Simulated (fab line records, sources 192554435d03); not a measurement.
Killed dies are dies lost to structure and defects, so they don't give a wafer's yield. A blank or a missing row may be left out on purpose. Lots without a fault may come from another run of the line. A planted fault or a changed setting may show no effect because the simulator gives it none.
Chamber matching | flow n5_finfet | N5_ZERO_LAYER_PECVD_02 on pecvd-02: 3 sister chambers
The step deposits SiO2 from SiH4/N2O, target thk 10 nm, time 6 s. 24 wafers are shown with their chamber, then 12 later ones without.

WAFERS WITH THEIR CHAMBER
wafer  | chamber | showerhead_plenum_p_Torr (Torr) | heater_power_w (W) | chamber_pressure_Torr (Torr)
L076.1 | 1       | 8.16                            | 894                | 0.7513
L076.4 | 1       | 8.16                            | 923                | 0.7494
L076.5 | 2       | 8.34                            | 910                | 0.7504
L077.1 | 2       | 8.33                            | 858                | 0.7519
L077.4 | 1       | 8.16                            | 916                | 0.7499
L077.5 | 0       | 8.34                            | 966                | 0.7517
L079.1 | 1       | 8.14                            | 820                | 0.7491
L079.4 | 2       | 8.30                            | 932                | 0.7503
L079.6 | 0       | 8.32                            | 964                | 0.7519
L080.1 | 2       | 8.33                            | 882                | 0.7507
L080.3 | 0       | 8.33                            | 883                | 0.7497
L080.6 | 0       | 8.34                            | 889                | 0.7494
L081.2 | 2       | 8.32                            | 812                | 0.7519
L081.3 | 0       | 8.33                            | 991                | 0.7515
L081.4 | 2       | 8.34                            | 816                | 0.7516
L086.2 | 2       | 8.33                            | 887                | 0.7533
L086.4 | 2       | 8.32                            | 867                | 0.7515
L086.6 | 0       | 8.34                            | 925                | 0.7493
L088.1 | 0       | 8.35                            | 935                | 0.7494
L088.2 | 1       | 8.15                            | 905                | 0.7545
L088.6 | 1       | 8.17                            | 909                | 0.7525
L089.1 | 2       | 8.34                            | 863                | 0.7536
L089.2 | 0       | 8.34                            | 995                | 0.7496
L089.6 | 1       | 8.15                            | 812                | 0.7490

SIGNATURES (means of the wafers above)
reading                  | chamber 0 | chamber 1 | chamber 2 | scatter within a chamber
showerhead_plenum_p_Torr | 8.3362    | 8.1557    | 8.3278    | 0.0109
heater_power_w           | 943.50    | 882.71    | 869.67    | 42.7
chamber_pressure_Torr    | 0.750312  | 0.750814  | 0.751689  | 0.00148
Rule: a wafer's distance from a chamber is the root of the sum, over the readings, of the square of ((its reading less the chamber's mean) divided by the reading's scatter). The wafer belongs to the nearest chamber; if the next one is less than 2 further off, it can't be placed. The scatter: the root of (the sum of the squares of (reading less its chamber's mean) over the shown wafers, divided by (wafers less chambers)).

WAFERS WITHOUT THEIR CHAMBER
wafer  | showerhead_plenum_p_Torr (Torr) | heater_power_w (W) | chamber_pressure_Torr (Torr)
L091.1 | 8.32                            | 1020               | 0.7468
L091.4 | 8.15                            | 876                | 0.7488
L091.5 | 8.34                            | 994                | 0.7483
L094.4 | 8.34                            | 1001               | 0.7485
L094.5 | 8.17                            | 941                | 0.7494
L094.6 | 8.31                            | 926                | 0.7501
L095.2 | 8.34                            | 936                | 0.7506
L095.4 | 8.16                            | 809                | 0.7504
L095.5 | 8.33                            | 863                | 0.7482
L096.2 | 8.17                            | 938                | 0.7493
L096.3 | 8.32                            | 877                | 0.7513
L096.4 | 8.32                            | 901                | 0.7509

WHICH CHAMBER EACH WENT THROUGH
wafer  | from the rows above     | in truth
L091.1 | can't be placed: 0 or 2 | 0
L091.4 | 1                       | 1
L091.5 | 0                       | 0
L094.4 | 0                       | 0
L094.5 | 1                       | 1
L094.6 | can't be placed: 2 or 0 | 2
L095.2 | can't be placed: 0 or 2 | 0
L095.4 | 1                       | 1
L095.5 | can't be placed: 2 or 0 | 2
L096.2 | 1                       | 1
L096.3 | can't be placed: 2 or 0 | 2
L096.4 | can't be placed: 2 or 0 | 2
Placed correctly: 6 of 12. Can't be placed from these rows: 6 (the true chamber is among the candidates in 6). Placed wrongly: 0.
